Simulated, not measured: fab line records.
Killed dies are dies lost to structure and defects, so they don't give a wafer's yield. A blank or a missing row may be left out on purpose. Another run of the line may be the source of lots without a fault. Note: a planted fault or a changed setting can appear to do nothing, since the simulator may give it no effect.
What tool caused it? ; flow n5_finfet ; 14 lots, 41 wafers sampled, at 4 steps of a route of 1938

== WHAT EACH GAUGE READ, for each wafer ==
N5_DUMMY_GATE_INSPECT_17: inspects for defects (brightfield). Usual: raw_defect_count reads 214 (standard deviation 52).
lot;measured;on;raw_defect_count;flag
L747;day 3 05:09;defect_inspect-02;162 234 157;
L748;day 3 11:31;defect_inspect-02;213 210 243;
L749;day 3 17:55;defect_inspect-01;229 191 355;
L750;day 3 22:10;defect_inspect-01;132 201 170;
L752;day 4 10:56;defect_inspect-01;328 258 232;
L753;day 4 16:46;defect_inspect-02;178 246 191;
L754;day 4 23:01;defect_inspect-01;153 183 186;
L755;day 5 05:11;defect_inspect-02;216 307 284;
L756;day 5 15:02;defect_inspect-02;131 181;
L758;day 6 01:13;defect_inspect-02;217 256 214;
L759;day 6 08:55;defect_inspect-02;250 279 221;
L762;day 6 22:48;defect_inspect-02;170 187 204;
L763;day 7 04:34;defect_inspect-02;135 203 125;
L766;day 7 21:44;defect_inspect-02;234 297 322;

N5_SD_EPI_P_EPI_MEAS_23. Usual: thk_nm reads 60.9 nm (standard deviation 1.3).
lot;measured;on;thk_nm (nm);flag
L747;day 3 18:31;film_metro-02;58.4 60.3 58.7;
L748;day 3 22:07;film_metro-01;60.5 61.1 58.6;
L749;day 4 06:51;film_metro-02;60.9 60.9 57.4;
L750;day 4 08:47;film_metro-01;59.4 60.6 60.0;
L752;day 4 21:49;film_metro-02;63.3 61.0 61.8;
L753;day 5 03:37;film_metro-02;61.8 61.0 61.0;
L754;day 5 10:31;film_metro-02;60.4 60.1 58.6;
L755;day 5 16:07;film_metro-02;62.4 63.5 63.0;
L756;day 6 01:45;film_metro-01;62.3 61.0;
L758;day 6 12:24;film_metro-01;62.2 61.4 58.4;
L759;day 6 19:40;film_metro-02;60.2 63.1 62.7;
L762;day 7 09:09;film_metro-01;15.3 16.8 14.7;OFF
L763;day 7 16:06;film_metro-02;17.0 14.3 15.8;OFF
L766;day 8 07:54;film_metro-02;60.7 60.4 63.1;

== TOOL THAT RAN EACH LOT (tool first, then ch and the chambers of the sampled wafers, then the start) ==
lot;N5_SD_EPI_N_STRIP_38;N5_SD_EPI_P_PRECLEAN_51
L747;plasma_asher-02 ch 0,1, day 3 08:25;epi_rpcvd-04 ch 0, day 3 13:59
L748;plasma_asher-02 ch 0,1, day 3 14:40;epi_rpcvd-03 ch 0, day 3 19:35
L749;plasma_asher-02 ch 0,1, day 3 20:52;epi_rpcvd-04 ch 0, day 4 03:28
L750;plasma_asher-01 ch 0,1, day 4 01:22;epi_rpcvd-02 ch 0, day 4 06:14
L752;plasma_asher-02 ch 0, day 4 14:37;epi_rpcvd-02 ch 0, day 4 19:17
L753;plasma_asher-01 ch 0,1, day 4 19:53;epi_rpcvd-03 ch 0, day 5 01:04
L754;plasma_asher-01 ch 1, day 5 02:26;epi_rpcvd-04 ch 0, day 5 07:10
L755;plasma_asher-02 ch 0,1, day 5 08:26;epi_rpcvd-04 ch 0, day 5 13:32
L756;plasma_asher-02 ch 0,1, day 5 18:19;epi_rpcvd-04 ch 0, day 5 23:11
L758;plasma_asher-01 ch 0,1, day 6 04:26;epi_rpcvd-04 ch 0, day 6 09:50
L759;plasma_asher-01 ch 0,1, day 6 12:22;epi_rpcvd-04 ch 0, day 6 17:07
L762;plasma_asher-01 ch 0,1, day 7 01:45;epi_rpcvd-04 ch 0, day 7 06:37
L763;plasma_asher-01 ch 0,1, day 7 08:17;epi_rpcvd-04 ch 0, day 7 13:33
L766;plasma_asher-02 ch 0, day 8 00:40;epi_rpcvd-02 ch 0, day 8 05:21
- N5_SD_EPI_N_STRIP_38: strips in N2/H2.
- N5_SD_EPI_P_PRECLEAN_51: cleans in NF3:NH3, afs cycles 1, time 20 s, sublimation time 60 s.

== WHAT THE TOOLS THEMSELVES READ (means of the sampled wafers that have a number; where no wafer has one, the mark that the record gives instead) ==
N5_SD_EPI_N_STRIP_38. Usual: drypump_motor_current_A 5.4 A, standard deviation 0.62; heater_power_w 310 W, standard deviation 7.6; oes_product_au 0.762 a.u., standard deviation 0.011.
lot;tool;drypump_motor_current_A (A);heater_power_w (W);oes_product_au (a.u.);flag
L747;plasma_asher-02;5.7;306;0.760;
L748;plasma_asher-02;5.3;300;0.755;
L749;plasma_asher-02;5.7;305;0.767;
L750;plasma_asher-01;5.5;313;0.773;
L752;plasma_asher-02;4.8;297;0.751;
L753;plasma_asher-01;5.1;316;0.770;
L754;plasma_asher-01;4.7;315;0.763;
L755;plasma_asher-02;5.7;307;0.763;
L756;plasma_asher-02;5.5;306;0.760;
L758;plasma_asher-01;5.1;314;0.752;
L759;plasma_asher-01;5.5;310;0.758;
L762;plasma_asher-01;5.5;313;0.765;
L763;plasma_asher-01;5.1;313;0.769;
L766;plasma_asher-02;4.8;297;0.754;

== THE ANSWER, worked out from the rows above alone ==
Rule: lot off if the mean of its wafers having a number is beyond 3 standard deviations from the usual mean. A lot without any number at a reading at which 4 lots or more have one is off too. Where the step has rows for the other lots, those lots are counted as sound. Order of review: gauges by route order, followed by the tools' own readings, for which a lot's mean as printed above is used. At the first step where some lot is off, the reading lying furthest off is the one used; lots without a number count as furthest.
Off: L762, L763, at N5_SD_EPI_P_EPI_MEAS_23 (thk_nm).
If a tool, at a process step before that reading, ran all the lots that are off and no sound lot after the first of them, it fits. The gauges at N5_SD_EPI_P_EPI_MEAS_23 are tried like those tools. This does not decide it: 2 tools fit, namely plasma_asher-01 at N5_SD_EPI_N_STRIP_38 and epi_rpcvd-04 at N5_SD_EPI_P_PRECLEAN_51.

== WHAT THE SIMULATOR PUT IN ==
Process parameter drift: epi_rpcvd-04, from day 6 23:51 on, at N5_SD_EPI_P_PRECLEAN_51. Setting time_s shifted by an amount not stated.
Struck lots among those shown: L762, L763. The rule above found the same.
